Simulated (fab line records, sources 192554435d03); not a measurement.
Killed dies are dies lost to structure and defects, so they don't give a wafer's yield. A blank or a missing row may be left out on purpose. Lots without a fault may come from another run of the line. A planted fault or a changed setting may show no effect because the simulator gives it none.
Chamber matching | flow n5_finfet | N5_SD_EPI_N_ETCH_34 on rie_diel-04: 4 sister chambers
The step etches SiARC in CF4, target depth 45.5 nm, time 75.8 s. 18 wafers are shown with their chamber, then 9 later ones without.

WAFERS WITH THEIR CHAMBER
wafer  | chamber | showerhead_plenum_p_Torr (Torr) | drypump_motor_current_A (A) | throttle_valve_pct (%)
L075.2 | 3       | 2.22                            | 5.24                        | 15.87
L075.3 | 1       | 2.09                            | 5.90                        | 15.73
L075.4 | 2       | 2.21                            | 5.41                        | 15.68
L077.2 | 2       | 2.21                            | 5.40                        | 15.67
L077.3 | 1       | 2.09                            | 5.90                        | 15.72
L077.5 | 0       | 2.11                            | 5.90                        | 16.03
L079.4 | 1       | 2.09                            | 5.88                        | 15.72
L079.5 | 1       | 2.09                            | 5.86                        | 15.73
L079.6 | 2       | 2.21                            | 5.45                        | 15.70
L081.3 | 1       | 2.09                            | 5.92                        | 15.75
L081.5 | 0       | 2.11                            | 5.86                        | 16.06
L081.6 | 3       | 2.22                            | 5.23                        | 15.86
L084.1 | 3       | 2.21                            | 5.26                        | 15.88
L084.4 | 0       | 2.11                            | 5.81                        | 16.05
L084.5 | 3       | 2.21                            | 5.24                        | 15.87
L088.2 | 1       | 2.09                            | 5.91                        | 15.75
L088.5 | 3       | 2.21                            | 5.23                        | 15.90
L088.6 | 2       | 2.20                            | 5.40                        | 15.72

SIGNATURES (means of the wafers above)
reading                  | chamber 0 | chamber 1 | chamber 2 | chamber 3 | scatter within a chamber
showerhead_plenum_p_Torr | 2.1100    | 2.0900    | 2.2075    | 2.2140    | 0.00373
drypump_motor_current_A  | 5.8567    | 5.8950    | 5.4150    | 5.2400    | 0.025
throttle_valve_pct       | 16.0467   | 15.7333   | 15.6925   | 15.8760   | 0.0165
Rule: a wafer's distance from a chamber is the root of the sum, over the readings, of the square of ((its reading less the chamber's mean) divided by the reading's scatter). The wafer belongs to the nearest chamber; if the next one is less than 2 further off, it can't be placed. The scatter: the root of (the sum of the squares of (reading less its chamber's mean) over the shown wafers, divided by (wafers less chambers)).

WAFERS WITHOUT THEIR CHAMBER
wafer  | showerhead_plenum_p_Torr (Torr) | drypump_motor_current_A (A) | throttle_valve_pct (%)
L089.1 | 2.20                            | 5.42                        | 15.72
L089.2 | 2.09                            | 5.90                        | 15.76
L089.4 | 2.21                            | 5.23                        | 15.88
L091.3 | 2.10                            | 5.86                        | 15.56
L091.4 | 2.20                            | 5.40                        | 15.72
L091.5 | 2.21                            | 5.22                        | 15.89
L095.1 | 2.21                            | 5.23                        | 15.93
L095.2 | 2.10                            | 5.86                        | 15.58
L095.6 | 2.20                            | 5.41                        | 15.75

WHICH CHAMBER EACH WENT THROUGH
wafer  | from the rows above | in truth
L089.1 | 2                   | 2
L089.2 | 1                   | 1
L089.4 | 3                   | 3
L091.3 | 1                   | 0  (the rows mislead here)
L091.4 | 2                   | 2
L091.5 | 3                   | 3
L095.1 | 3                   | 3
L095.2 | 1                   | 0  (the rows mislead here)
L095.6 | 2                   | 2
Placed correctly: 7 of 9. Can't be placed from these rows: 0. Placed wrongly: 2.
